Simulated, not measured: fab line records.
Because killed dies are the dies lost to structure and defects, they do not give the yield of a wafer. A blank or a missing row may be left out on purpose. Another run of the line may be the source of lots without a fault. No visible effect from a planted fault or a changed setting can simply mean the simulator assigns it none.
fab line records | flow n5-finfet
record: lots: 5 | wafers: 15 | last-day: 17
route steps=1938 shown BEOL_M0@741 BEOL_M1@751 BEOL_M4@1111
lots untouched by any fault: they come from a run of this same line in which no faults occurred
start-h: the number of hours between the record's first day and the start of the first shown wafer of the lot | wait-h: hours from the lot's prior step to this one | " repeats the value in the row above | L1.1+2: several wafers, shown together as one row | - no value present, or no start provided | * or withheld: withheld | < > ~ a bound
route shown NAME@n: a module of which the file shows steps, and the number in the route of the first | usual: average and standard deviation across the fault-free wafers | same: alike in all rows | chamber/n: place in a boat | sites: each site's reading | _std_site: the standard deviation of these | _edge_site: outer sites' mean less inner sites' | radius-mm: how far each site lies from the wafer's centre | mask NAME#n: copy n | behind: tool/chamber where the wafer was last shaped | hold: why the lot went on hold/how many hours it stayed there/how the hold came to an end | device: names the non-switching transistor (n, p or np) | end of line: the tests these same wafers got at the end of their route | where a step has no rows: the recipe by itself | killed: not the wafer's yield, but the dies lost to structure and defects at the first sort | map: a wafer's dies, marking killed ones x, the rest . and places with no die _
set.NAME: the setting the step ran with; set.NAME@STEP: the setting that earlier step ran with | model.NAME: the simulator's own value behind a step, which no gauge read
a table for each step, a row for each wafer; lots at some steps of the route
services: from which hour (start-h, from the record's first day; less than 0 if before it) a tool's chamber was out of use, for how many hours, and why
== steps ==
step: N5_BEOL_M0_ECD_118
recipe: material: Cu | target-thk-a: 3000
step: N5_BEOL_M0_ANNEAL_119
recipe: temp-c: 225 | time-s: 90 | ambient: N2
usual: wafer_temp_C_max: 225.76/0.23
lot.wafer | tool          | chamber | start-h | wait-h | wafer_temp_C_max
L332.2    | rtp-anneal-02 | 0       | 121.67  | 0.1    | 225.60
L332.4    | "             | 0       | "       | "      | 225.68
L332.6    | "             | 0       | "       | "      | 225.53
L338.4    | rtp-anneal-01 | 0       | 165.41  | 0.2    | 225.27
L338.5    | "             | 0       | "       | "      | 225.67
L338.6    | "             | 0       | "       | "      | 226.03
L341.1    | rtp-anneal-01 | 0       | 182.14  | 0.1    | 225.85
L341.4    | "             | 0       | "       | "      | 225.68
L341.5    | "             | 0       | "       | "      | 225.79
L342.3    | rtp-anneal-02 | 0       | 186.51  | 0.1    | 225.80
L342.4    | "             | 0       | "       | "      | 225.87
L342.6    | "             | 0       | "       | "      | 225.91
L354.1    | rtp-anneal-01 | 0       | 260.52  | 0.1    | 225.76
L354.4    | "             | 0       | "       | "      | 225.82
L354.5    | "             | 0       | "       | "      | 225.95
step: N5_BEOL_M0_CMP_120
recipe: stop-on: SiOC | t-overpolish-s: 6.9 | down-force-psi: 1 | platen-rpm: 50 | clearing-platen-down-force-psi: 1.5 | clearing-platen-rpm: 50 | post-cmp-clean: cu-alkaline | clearing-platen-pad-velocity-m-s: 0.99484 | pad-velocity-m-s: 0.99484
step: N5_BEOL_M0_PRE_CLEAN_131
recipe: gas: NH3/H2 | time-s: 15 | temp-c: * | rf-power-w: 300
step: N5_BEOL_M0_CO_CAP_123
recipe: material: Co | target-thk-a: 20 | temp-c: 200 | precursor: CCTBA/H2 | pressure-torr: 30 | time-s: 102.1
usual: heater-power-w: 232/23
lot.wafer | tool      | chamber | start-h | wait-h | heater-power-w
L332.2    | cvd-co-01 | 2       | 122.30  | 0.0    | 231
L332.4    | "         | 1       | "       | "      | 223
L332.6    | "         | 0       | "       | "      | 203
L338.4    | cvd-co-02 | 1       | 166.01  | 0.0    | 201
L338.5    | "         | 0       | "       | "      | 246
L338.6    | "         | 2       | "       | "      | 260
L341.1    | cvd-co-02 | 0       | 182.84  | 0.0    | 243
L341.4    | "         | 2       | "       | "      | 266
L341.5    | "         | 2       | "       | "      | 255
L342.3    | cvd-co-02 | 1       | 187.63  | 0.0    | 209
L342.4    | "         | 2       | "       | "      | 263
L342.6    | "         | 1       | "       | "      | 203
L354.1    | cvd-co-01 | 0       | 261.19  | 0.0    | 197
L354.4    | "         | 2       | "       | "      | 233
L354.5    | "         | 1       | "       | "      | 220
step: N5_BEOL_M0_PRE_CLEAN_124
recipe: gas: NH3 | time-s: 15 | temp-c: withheld | rf-power-w: 300
step: N5_BEOL_M0_DEP_125
recipe: material: SiCN | target-thk-a: 80 | temp-c: withheld | precursor: 3MS/NH3 | pressure-torr: 3 | rf-w: 202 | time-s: 14
usual: rf-fwd-power-W: 199.1/0.77 | showerhead-plenum-p-Torr: 3.658/0.015 | throttle-valve-pct: 9.1/0.47
lot.wafer | tool     | chamber | start-h | wait-h | rf-fwd-power-W | showerhead-plenum-p-Torr | throttle-valve-pct
L332.2    | pecvd-03 | 0       | 122.42  | 0.0    | 199.9          | 3.649                    | 9.2
L332.4    | "        | 1       | "       | "      | 199.3          | 3.684                    | 9.3
L332.6    | "        | 0       | "       | "      | 199.9          | 3.657                    | 9.3
L338.4    | pecvd-04 | 0       | 166.11  | 0.0    | 199.0          | 3.645                    | 8.9
L338.5    | "        | 1       | "       | "      | 200.5          | 3.680                    | 8.8
L338.6    | "        | 2       | "       | "      | 198.7          | 3.665                    | 8.7
L341.1    | pecvd-02 | 2       | 182.99  | 0.0    | 199.5          | 3.647                    | 8.6
L341.4    | "        | 1       | "       | "      | 198.3          | 3.637                    | 9.9
L341.5    | "        | 2       | "       | "      | 199.1          | 3.649                    | 8.7
L342.3    | pecvd-02 | 1       | 187.75  | 0.0    | 199.1          | 3.630                    | 10.2
L342.4    | "        | 0       | "       | "      | 197.7          | 3.659                    | 8.9
L342.6    | "        | 2       | "       | "      | 200.0          | 3.644                    | 8.9
L354.1    | pecvd-03 | 2       | 261.30  | 0.0    | 200.4          | 3.677                    | 8.8
L354.4    | "        | 1       | "       | "      | 199.4          | 3.677                    | 9.1
L354.5    | "        | 2       | "       | "      | 199.6          | 3.674                    | 8.3
step: N5_BEOL_M0_RS_MEAS_126
recipe: thk-meas-gauge: four-point-probe | reads: Co_of_BEOL_M0_CO_CAP_123+Cu_of_BEOL_M0_ECD_118+Co_of_BEOL_M0_CVD_115+TaN_of_BEOL_M0_ALD_136
usual: M0_RS: 0.539/0.021
lot.wafer | tool          | chamber | start-h | wait-h | M0_RS[ohm/sq]
L332.2    | film-metro-02 | -       | 122.49  | 0.1    | 0.523
L332.4    | "             | -       | "       | "      | 0.508
L332.6    | "             | -       | "       | "      | 0.512
L338.4    | film-metro-01 | -       | 166.16  | 0.0    | 0.542
L338.5    | "             | -       | "       | "      | 0.554
L338.6    | "             | -       | "       | "      | 0.546
L341.1    | film-metro-01 | -       | 183.06  | 0.0    | 0.513
L341.4    | "             | -       | "       | "      | 0.526
L341.5    | "             | -       | "       | "      | 0.531
L342.3    | film-metro-01 | -       | 187.81  | 0.1    | 0.528
L342.4    | "             | -       | "       | "      | 0.508
L342.6    | "             | -       | "       | "      | 0.495
L354.1    | film-metro-02 | -       | 261.37  | 0.0    | 0.548
L354.4    | "             | -       | "       | "      | 0.530
L354.5    | "             | -       | "       | "      | 0.539
step: N5_BEOL_M0_INSPECT_127
recipe: inspect-instrument: darkfield | mode: post-dep
usual: raw-defect-count: 65/21
lot.wafer | tool              | chamber | start-h | wait-h | raw-defect-count
L332.2    | defect-inspect-02 | -       | 122.51  | 0.0    | 44
L332.4    | "                 | -       | "       | "      | 80
L332.6    | "                 | -       | "       | "      | 59
L338.4    | defect-inspect-02 | -       | 166.19  | 0.0    | 90
L338.5    | "                 | -       | "       | "      | 87
L338.6    | "                 | -       | "       | "      | 95
L341.1    | defect-inspect-02 | -       | 183.08  | 0.0    | 46
L341.4    | "                 | -       | "       | "      | 62
L341.5    | "                 | -       | "       | "      | 76
L342.3    | defect-inspect-02 | -       | 187.84  | 0.0    | 39
L342.4    | "                 | -       | "       | "      | 38
L342.6    | "                 | -       | "       | "      | 56
L354.1    | defect-inspect-01 | -       | 261.40  | 0.0    | 32
L354.4    | "                 | -       | "       | "      | 71
L354.5    | "                 | -       | "       | "      | 46
step: N5_BEOL_M1_ILD_DEP_00
recipe: material: SiOC | target-thk-a: 790 | temp-c: 350 | precursor: DEMS/O2 | pressure-torr: 5 | rf-w: 500 | time-s: 15.3
usual: heater-power-w: 462/73 | rf-fwd-power-W: 493.6/2.4 | showerhead-plenum-p-Torr: 5.691/0.014 | throttle-valve-pct: 12.1/0.6
lot.wafer | tool     | chamber | start-h | wait-h | heater-power-w | rf-fwd-power-W | showerhead-plenum-p-Torr | throttle-valve-pct
L332.2    | pecvd-02 | 2       | 122.55  | 0.0    | 428            | 494.3          | 5.681                    | 11.4
L332.4    | "        | 2       | "       | "      | 431            | 495.0          | 5.676                    | 11.5
L332.6    | "        | 0       | "       | "      | 449            | 489.0          | 5.699                    | 11.6
L338.4    | pecvd-01 | 1       | 166.24  | 0.1    | 318            | 495.7          | 5.673                    | 11.7
L338.5    | "        | 0       | "       | "      | 423            | 498.2          | 5.715                    | 12.9
L338.6    | "        | 2       | "       | "      | 436            | 490.4          | 5.696                    | 11.9
L341.1    | pecvd-03 | 0       | 183.12  | 0.0    | 513            | 494.2          | 5.694                    | 12.3
L341.4    | "        | 0       | "       | "      | 525            | 494.7          | 5.685                    | 12.3
L341.5    | "        | 2       | "       | "      | 561            | 492.1          | 5.718                    | 10.9
L342.3    | pecvd-01 | 0       | 187.88  | 0.0    | 401            | 494.1          | 5.696                    | 12.8
L342.4    | "        | 2       | "       | "      | 384            | 491.9          | 5.686                    | 12.1
L342.6    | "        | 0       | "       | "      | 398            | 497.0          | 5.703                    | 13.1
L354.1    | pecvd-03 | 0       | 261.43  | 0.0    | 515            | 495.9          | 5.699                    | 12.4
L354.4    | "        | 1       | "       | "      | 542            | 494.0          | 5.709                    | 12.4
L354.5    | "        | 0       | "       | "      | 506            | 494.3          | 5.681                    | 12.4
step: N5_BEOL_M1_THK_MEAS_01
recipe: reads: SiOC_of_BEOL_M1_ILD_DEP_00
usual: M1_ILD_THK: 79.1/0.98
lot.wafer | tool          | chamber | start-h | wait-h | M1_ILD_THK[nm]
L332.2    | film-metro-01 | -       | 122.62  | 0.1    | 79.2
L332.4    | "             | -       | "       | "      | 78.5
L332.6    | "             | -       | "       | "      | 79.4
L338.4    | film-metro-02 | -       | 166.29  | 0.0    | 80.4
L338.5    | "             | -       | "       | "      | 80.2
L338.6    | "             | -       | "       | "      | 80.0
L341.1    | film-metro-02 | -       | 183.21  | 0.1    | 78.0
L341.4    | "             | -       | "       | "      | 80.1
L341.5    | "             | -       | "       | "      | 79.1
L342.3    | film-metro-02 | -       | 187.94  | 0.1    | 79.5
L342.4    | "             | -       | "       | "      | 79.6
L342.6    | "             | -       | "       | "      | 80.7
L354.1    | film-metro-02 | -       | 261.50  | 0.0    | 78.6
L354.4    | "             | -       | "       | "      | 79.1
L354.5    | "             | -       | "       | "      | 80.1
step: N5_BEOL_M1_PECVD_72
recipe: material: SiO2 | target-thk-a: 160 | temp-c: 400 | precursor: TEOS/O2 | pressure-torr: 5.5 | rf-w: 450 | teos-flow-sccm: 53.8 | gas: O2 | flow-sccm: 3000 | time-s: 18
usual: heater-power-w: 718/88 | rf-fwd-power-W: 444.1/2.2 | showerhead-plenum-p-Torr: 8.75/0.074 | throttle-valve-pct: 22.6/1.2
lot.wafer | tool     | chamber | start-h | wait-h | heater-power-w | rf-fwd-power-W | showerhead-plenum-p-Torr | throttle-valve-pct | model.SiO2_of_BEOL_M1_PECVD_72.thk-nm
L332.2    | pecvd-01 | 0       | 122.65  | 0.0    | 636            | 448.7          | 8.77                     | 24.3               | 16.2
L332.4    | "        | 1       | "       | "      | 530            | 445.4          | 8.73                     | 22.3               | 16.2
L332.6    | "        | 2       | "       | "      | 658            | 440.5          | 8.72                     | 22.0               | 16.2
L338.4    | pecvd-02 | 0       | 166.35  | 0.1    | 673            | 441.9          | 8.79                     | 21.5               | 16
L338.5    | "        | 2       | "       | "      | 635            | 444.5          | 8.67                     | 21.7               | 16.2
L338.6    | "        | 1       | "       | "      | 837            | 441.8          | 8.66                     | 24.3               | 16.4
L341.1    | pecvd-03 | 2       | 183.24  | 0.0    | 701            | 445.6          | 8.79                     | 20.8               | 15.8
L341.4    | "        | 0       | "       | "      | 711            | 445.8          | 8.74                     | 23.2               | 16
L341.5    | "        | 2       | "       | "      | 716            | 446.5          | 8.79                     | 20.9               | 15.8
L342.3    | pecvd-02 | 1       | 187.98  | 0.0    | 868            | 442.9          | 8.62                     | 24.3               | 16.2
L342.4    | "        | 2       | "       | "      | 691            | 445.9          | 8.67                     | 21.6               | 16.4
L342.6    | "        | 1       | "       | "      | 875            | 442.5          | 8.63                     | 24.5               | 17
L354.1    | pecvd-03 | 2       | 261.54  | 0.0    | 775            | 444.8          | 8.82                     | 21.1               | 15.8
L354.4    | "        | 2       | "       | "      | 780            | 444.0          | 8.79                     | 21.1               | 16
L354.5    | "        | 1       | "       | "      | 776            | 445.3          | 8.88                     | 23.4               | 15.8
step: N5_BEOL_M1_HM_DEP_02
recipe: material: TiN | target-thk-a: 200 | temp-c: 25 | chamber-pressure-pa: 0.49996
usual: substrate-temp-c: 25.00/0.1 | throttle-valve-pct: 30.2/0.64
lot.wafer | tool           | chamber | start-h | wait-h | substrate-temp-c | throttle-valve-pct
L332.2    | pvd-sputter-01 | -       | 126.67  | 4.0    | 24.96            | 30.2
L332.4    | "              | -       | "       | "      | 25.06            | 30.2
L332.6    | "              | -       | "       | "      | 24.79            | 29.6
L338.4    | pvd-sputter-03 | -       | 168.36  | 2.0    | 25.03            | 29.5
L338.5    | "              | -       | "       | "      | 24.93            | 29.6
L338.6    | "              | -       | "       | "      | 24.90            | 31.5
L341.1    | pvd-sputter-01 | -       | 186.12  | 2.9    | 24.94            | 30.3
L341.4    | "              | -       | "       | "      | 25.04            | 29.6
L341.5    | "              | -       | "       | "      | 25.15            | 29.8
L342.3    | pvd-sputter-01 | -       | 190.34  | 2.3    | 25.11            | 29.7
L342.4    | "              | -       | "       | "      | 25.06            | 30.4
L342.6    | "              | -       | "       | "      | 25.07            | 30.4
L354.1    | pvd-sputter-02 | -       | 263.88  | 2.3    | 24.90            | 30.1
L354.4    | "              | -       | "       | "      | 25.00            | 30.3
L354.5    | "              | -       | "       | "      | 24.87            | 30.4
step: N5_BEOL_M1_COAT_61
recipe: resist: SOC | temp-c: 250 | time-s: 60 | spin-rpm: 1500 | resist-thk-nm: 60
step: N5_BEOL_M1_COAT_62
recipe: resist: SiARC | temp-c: 220 | time-s: 60 | spin-rpm: 1500 | resist-thk-nm: 12
step: N5_BEOL_M1_COAT_73
recipe: resist: underlayer | temp-c: 205 | time-s: 60 | spin-rpm: 1500 | resist-thk-nm: 5
step: N5_BEOL_M1_COAT_05
recipe: resist: CAR-EUV | spin-rpm: 1500 | resist-thk-nm: 30
step: N5_BEOL_M1_EBR_07
recipe: solvent: PGMEA | ebr-width-mm: 1.5
step: N5_BEOL_M1_SOFTBAKE_06
recipe: temp-c: 110 | time-s: 60 | resist: CAR-EUV
step: N5_BEOL_M1_EXPOSE_08
recipe: mask-id: M1 | na: 0.33 | source-shape: dipole | sigma-inner: 0.369 | sigma-outer: 0.767 | polarization: unpolarized | dose-mj: 33
step: N5_BEOL_M1_PEB_09
recipe: peb-temp-c: 100 | peb-time-s: 60 | resist: CAR-EUV
step: N5_BEOL_M1_DEVELOP_10
recipe: develop-time-s: 30 | developer: TMAH | resist: CAR-EUV | rinse-liquid: surfactant-rinse | dry: air-spin | dev-temp-c: 23
step: N5_BEOL_M1_CD_MEAS_11
recipe: target-cd-nm: 17.05 | landing-energy-ev: 500 | detector: se-inlens | polarity: opening
usual: cd-nm: 17.02/0.21
same: landing-energy-ev: 500
lot.wafer | tool      | chamber | start-h | wait-h | cd-nm
L332.2    | cd-sem-03 | 0       | 127.19  | -      | 17.34
L332.4    | "         | 0       | "       | "      | 16.80
L332.6    | "         | 0       | "       | "      | 17.05
L338.4    | cd-sem-03 | 0       | 168.75  | -      | 17.24
L338.5    | "         | 0       | "       | "      | 17.19
L338.6    | "         | 0       | "       | "      | 17.05
L341.1    | cd-sem-02 | 0       | 186.64  | -      | 17.07
L341.4    | "         | 0       | "       | "      | 17.14
L341.5    | "         | 0       | "       | "      | 17.06
L342.3    | cd-sem-01 | 0       | 190.86  | -      | 17.15
L342.4    | "         | 0       | "       | "      | 16.84
L342.6    | "         | 0       | "       | "      | 16.67
L354.1    | cd-sem-02 | 0       | 264.27  | -      | 17.40
L354.4    | "         | 0       | "       | "      | 17.10
L354.5    | "         | 0       | "       | "      | 17.21
step: N5_BEOL_M1_OVL_MEAS_12
recipe: points-per-wafer: 522
usual: M1_OVL: 0.1/0.59
lot.wafer | tool       | chamber | start-h | wait-h | M1_OVL[nm]
L332.2    | overlay-01 | 0       | 127.22  | 0.0    | 0.6
L332.4    | "          | 0       | "       | "      | 0.8
L332.6    | "          | 0       | "       | "      | 0.3
L338.4    | overlay-01 | 0       | 168.79  | 0.0    | 0.3
L338.5    | "          | 0       | "       | "      | 0.8
L338.6    | "          | 0       | "       | "      | 0.7
L341.1    | overlay-01 | 0       | 186.67  | 0.0    | 1.2
L341.4    | "          | 0       | "       | "      | 0.3
L341.5    | "          | 0       | "       | "      | 0.5
L342.3    | overlay-01 | 0       | 190.90  | 0.0    | -0.7
L342.4    | "          | 0       | "       | "      | -0.1
L342.6    | "          | 0       | "       | "      | 0.1
L354.1    | overlay-02 | 0       | 264.31  | 0.0    | -0.3
L354.4    | "          | 0       | "       | "      | 0.2
L354.5    | "          | 0       | "       | "      | -0.1
step: N5_BEOL_M1_INSPECT_13
recipe: mode: adi | inspect-instrument: brightfield
usual: raw-defect-count: 386/89
lot.wafer | tool              | chamber | start-h | wait-h | raw-defect-count
L332.2    | defect-inspect-01 | -       | 127.27  | 0.0    | 296
L332.4    | "                 | -       | "       | "      | 320
L332.6    | "                 | -       | "       | "      | 346
L338.4    | defect-inspect-01 | -       | 168.84  | 0.0    | 532
L338.5    | "                 | -       | "       | "      | 586
L338.6    | "                 | -       | "       | "      | 506
L341.1    | defect-inspect-01 | -       | 186.74  | 0.1    | 341
L341.4    | "                 | -       | "       | "      | 300
L341.5    | "                 | -       | "       | "      | 419
L342.3    | defect-inspect-01 | -       | 190.95  | 0.0    | 455
L342.4    | "                 | -       | "       | "      | 271
L342.6    | "                 | -       | "       | "      | 457
L354.1    | defect-inspect-02 | -       | 264.37  | 0.1    | 388
L354.4    | "                 | -       | "       | "      | 535
L354.5    | "                 | -       | "       | "      | 491
step: N5_BEOL_M1_DESCUM_16
recipe: chemistry: O2 | time-s: 7 | source-power-w: 50 | bias-power-w: 20 | pressure-mtorr: 20 | rf-frequency-hz: 2.712e+07 | temp-c: 40 | resist: CAR-EUV | o2-flow-sccm: 225
step: N5_BEOL_M1_ETCH_74
recipe: chemistry: N2/H2 | target: underlayer | target-depth-a: 65 | mask-material: CAR-EUV | time-s: 5.2 | ion-energy-ev: 200 | pressure-mtorr: 30 | source-w: 840 | bias-w: 150 | n2-flow-sccm: 200 | h2-flow-sccm: 200 | ends: cleared
step: N5_BEOL_M1_ETCH_63
recipe: chemistry: CF4 | target: SiARC | target-depth-a: 156 | mask-material: CAR-EUV | time-s: 26 | ion-energy-ev: 80 | pressure-mtorr: 40 | source-w: 545 | bias-w: 36 | Ar_flow_sccm: 100 | cf4-flow-sccm: 100 | ends: cleared
step: N5_BEOL_M1_ETCH_64
recipe: chemistry: N2/H2 | target: SOC | target-depth-a: 750 | overetch-a: 150 | mask-material: SiARC | temp-c: 40 | time-s: 112.5 | ion-energy-ev: 200 | pressure-mtorr: 30 | source-w: 840 | bias-w: 150 | n2-flow-sccm: 200 | h2-flow-sccm: 200
step: N5_BEOL_M1_STRIP_65
recipe: chemistry: N2/H2 | temp-c: 40 | n2-flow-sccm: 200 | h2-flow-sccm: 200 | rf-frequency-hz: 6e+07
step: N5_BEOL_M1_STRIP_75
recipe: chemistry: N2/H2 | temp-c: 40 | n2-flow-sccm: 200 | h2-flow-sccm: 200 | rf-frequency-hz: 6e+07
step: N5_BEOL_M1_STRIP_66
recipe: chemistry: CF4 | resist: SiARC | power-w: 300 | bias-power-w: 75 | pressure-mtorr: 50 | cf4-flow-sccm: 150 | rf-frequency-hz: 6e+07
step: N5_BEOL_M1_HM_OPEN_17
recipe: chemistry: Cl2/BCl3 | target-depth-a: 200 | overetch-a: 60 | target: TiN | mask-material: SOC | ion-energy-ev: 150 | pressure-mtorr: 10 | icp-w: 1000 | bias-w: 126 | Cl2_flow_sccm: 53.25 | bcl3-flow-sccm: 21.75 | Ar_flow_sccm: 25
step: N5_BEOL_M1_STRIP_19
recipe: chemistry: O2 | power-w: 400 | temp-c: 40 | pressure-mtorr: 30 | rf-frequency-hz: 6e+07 | bias-power-w: 0 | overash-fraction: 0.2 | o2-flow-sccm: 225
step: N5_BEOL_M1_CD_MEAS_18
recipe: pitch-nm: 36 | target-cd-nm: 18
usual: cd-nm: 18.0/0.32
lot.wafer | tool      | chamber | start-h | wait-h | cd-nm
L332.2    | cd-sem-02 | -       | 127.76  | 0.1    | 18.0
L332.4    | "         | -       | "       | "      | 18.1
L332.6    | "         | -       | "       | "      | 18.1
L338.4    | cd-sem-02 | -       | 169.30  | 0.1    | 18.2
L338.5    | "         | -       | "       | "      | 18.7
L338.6    | "         | -       | "       | "      | 18.1
L341.1    | cd-sem-03 | -       | 187.20  | 0.0    | 17.5
L341.4    | "         | -       | "       | "      | 17.6
L341.5    | "         | -       | "       | "      | 17.5
L342.3    | cd-sem-02 | -       | 191.44  | 0.1    | 17.6
L342.4    | "         | -       | "       | "      | 18.2
L342.6    | "         | -       | "       | "      | 17.5
L354.1    | cd-sem-03 | -       | 264.91  | 0.0    | 18.8
L354.4    | "         | -       | "       | "      | 18.2
L354.5    | "         | -       | "       | "      | 18.5
step: N5_BEOL_M1_COAT_67
recipe: resist: SOC | temp-c: 250 | time-s: 60 | spin-rpm: 1500 | resist-thk-nm: 60
step: N5_BEOL_M1_COAT_68
recipe: resist: SiARC | temp-c: 220 | time-s: 60 | spin-rpm: 1500 | resist-thk-nm: 12
step: N5_BEOL_M1_COAT_76
recipe: resist: underlayer | temp-c: 205 | time-s: 60 | spin-rpm: 1500 | resist-thk-nm: 5
step: N5_BEOL_M1_COAT_22
recipe: resist: CAR-EUV | spin-rpm: 1500 | resist-thk-nm: 30
step: N5_BEOL_M1_EBR_24
recipe: solvent: PGMEA | ebr-width-mm: 1.5
step: N5_BEOL_M1_SOFTBAKE_23
recipe: temp-c: 110 | time-s: 60 | resist: CAR-EUV
step: N5_BEOL_M1_HM_STRIP_39
recipe: chemistry: peroxide-tin-strip | material: TiN | target-depth-a: 250 | temp-c: 50 | time-s: 158
usual: bath-guard-temp-C: 50.0/0.45 | bath-heat-duty-pct: 7.2/0.83
lot.wafer | tool         | chamber | start-h | wait-h | bath-guard-temp-C | bath-heat-duty-pct | model.SiO2_of_BEOL_M1_PECVD_72.thk-nm
L332.2    | wet-bench-01 | 1       | 133.84  | 0.0    | 50.1              | 7.4                | 16
L332.4    | "            | 0       | "       | "      | 50.3              | 6.1                | 16
L332.6    | "            | 4       | "       | "      | 50.6              | 6.9                | 16
L338.4    | wet-bench-02 | 0       | 170.86  | 0.0    | 50.5              | 8.7                | 16
L338.5    | "            | 1       | "       | "      | 49.7              | 6.7                | 16.2
L338.6    | "            | 5       | "       | "      | 49.3              | 7.4                | 16.4
L341.1    | wet-bench-01 | 2       | 190.65  | 0.0    | 50.1              | 5.8                | 15.6
L341.4    | "            | 6       | "       | "      | 49.6              | 8.7                | 15.8
L341.5    | "            | 5       | "       | "      | 50.5              | 8.3                | 15.6
L342.3    | wet-bench-02 | 7       | 194.45  | 0.0    | 49.9              | 8.4                | 16.2
L342.4    | "            | 3       | "       | "      | 49.8              | 6.2                | 16.2
L342.6    | "            | 2       | "       | "      | 49.4              | 6.6                | 17
L354.1    | wet-bench-01 | 3       | 268.51  | 0.0    | 49.8              | 6.8                | 15.8
L354.4    | "            | 6       | "       | "      | 49.5              | 9.1                | 15.8
L354.5    | "            | 4       | "       | "      | 50.0              | 7.3                | 15.8
step: N5_BEOL_M4_RC_MEAS_101
usual: DIBL_N: 36.0/1.6 | DIBL_P: 36.1/2 | IOFF_N: 0.160/0.029 | IOFF_P: 0.21/0.039 | ION_N: 675/13 | ION_P: 464/8.8 | SS_N: 71.5/0.58 | SS_P: 73.3/0.65 | VT_N: 250/3.3 | VT_P: -249/3.6
lot.wafer | tool      | chamber | start-h | wait-h | DIBL_N[mV/V] | DIBL_P[mV/V] | IOFF_N[nA/um] | IOFF_P[nA/um] | ION_N[uA/um] | ION_P[uA/um] | SS_N[mV/dec] | SS_P[mV/dec] | VT_N[mV] | VT_P[mV]
L332.2    | prober-01 | 0       | 169.45  | 0.2    | 35.3         | 33.5         | 0.136         | 0.19          | 666          | 457          | 71.1         | 72.9         | 254      | -250
L332.4    | "         | 0       | "       | "      | 35.9         | 33.5         | 0.140         | 0.19          | 665          | 456          | 72.1         | 73.3         | 254      | -250
L332.6    | "         | 0       | "       | "      | 35.9         | 34.1         | 0.144         | 0.20          | 656          | 456          | 71.2         | 73.1         | 250      | -250
L338.4    | prober-02 | 0       | 209.53  | 0.5    | 35.7         | 34.8         | 0.139         | 0.21          | 668          | 468          | 70.9         | 73.4         | 249      | -247
L338.5    | "         | 0       | "       | "      | 38.5         | 38.5         | 0.197         | 0.28          | 674          | 467          | 72.1         | 74.0         | 248      | -245
L338.6    | "         | 0       | "       | "      | 37.4         | 36.2         | 0.165         | 0.24          | 668          | 463          | 71.9         | 73.6         | 249      | -244
L341.1    | prober-02 | 0       | 234.40  | 0.0    | 36.5         | 37.7         | 0.167         | 0.27          | 673          | 470          | 71.8         | 73.6         | 246      | -244
L341.4    | "         | 0       | "       | "      | 37.2         | 39.1         | 0.185         | 0.30          | 689          | 479          | 71.9         | 73.8         | 244      | -243
L341.5    | "         | 0       | "       | "      | 36.4         | 37.4         | 0.165         | 0.25          | 678          | 471          | 72.9         | 73.8         | 249      | -243
L342.3    | prober-01 | 0       | 236.55  | 0.3    | 37.6         | 38.9         | 0.199         | 0.28          | 697          | 488          | 71.8         | 73.8         | 247      | -243
L342.4    | "         | 0       | "       | "      | 35.5         | 35.7         | 0.150         | 0.22          | 671          | 464          | 71.2         | 73.6         | 251      | -246
L342.6    | "         | 0       | "       | "      | 36.2         | 37.1         | 0.167         | 0.24          | 683          | 474          | 71.8         | 73.1         | 248      | -245
L354.1    | prober-01 | 0       | 301.85  | 0.0    | 37.7         | 37.7         | 0.188         | 0.25          | 670          | 463          | 72.1         | 73.4         | 248      | -244
L354.4    | "         | 0       | "       | "      | 36.6         | 37.8         | 0.174         | 0.26          | 666          | 471          | 72.0         | 73.7         | 248      | -244
L354.5    | "         | 0       | "       | "      | 35.3         | 35.9         | 0.151         | 0.22          | 675          | 465          | 70.9         | 72.9         | 249      | -248
== services ==
tool           | chamber | start-h | hours | kind
pecvd-02       | -       | 104.26  | 1.2   | repair
pecvd-01       | 2       | 106.49  | 2.1   | scheduled-down
pecvd-01       | -       | 114.27  | 1.3   | repair
cvd-co-02      | 1       | 114.67  | -     | clean
cvd-co-02      | 1       | 114.67  | 22.0  | scheduled-down
cvd-co-02      | 1       | 114.67  | 22.0  | vent-cycle
pecvd-03       | 1       | 118.82  | 2.1   | scheduled-down
pvd-sputter-03 | -       | 149.66  | 0.9   | repair
cvd-co-01      | 1       | 151.35  | 13.2  | repair
pecvd-01       | 1       | 178.04  | 5.5   | scheduled-down
cvd-co-02      | 1       | 181.35  | 6.2   | repair
pecvd-03       | 1       | 181.93  | 7.5   | repair
cvd-co-02      | -       | 186.63  | 0.6   | repair
pecvd-04       | 2       | 202.40  | -     | clean
pecvd-04       | 2       | 202.40  | -     | consumable-replace:showerhead
pecvd-04       | 2       | 202.40  | 29.0  | scheduled-down
cvd-co-01      | 1       | 207.09  | 17.2  | repair
pecvd-01       | 0       | 212.78  | 2.1   | scheduled-down
pecvd-03       | 0       | 215.13  | 5.5   | scheduled-down
pecvd-02       | -       | 226.68  | 1.2   | repair
rtp-anneal-02  | -       | 226.70  | 4.6   | pm
pecvd-04       | -       | 229.27  | 2.6   | repair
pecvd-04       | 1       | 255.80  | 14.1  | repair
pvd-sputter-01 | -       | 265.37  | 5.6   | repair
== key ==
first-sign none at tools or gauges
model-effect: step: N5_BEOL_M1_PECVD_72 | value: SiO2_of_BEOL_M1_PECVD_72.thk-nm | without: 16.4 | struck: 17
model-effect: step: N5_BEOL_M1_HM_STRIP_39 | value: SiO2_of_BEOL_M1_PECVD_72.thk-nm | without: 16.2 | struck: 17
met-at N5_BEOL_M1_PECVD_72
struck-wafers L342.6
onset-between 166.35 187.98
fault: kind: process-parameter-drift | tool: pecvd-02 | chamber: - | onset-h: 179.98 | steps: N5_BEOL_M1_PECVD_72 | channel: time-s | offset: * | shape: step | end-h: 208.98 | scope: struck-wafers-only | acts-in: * | stated: *
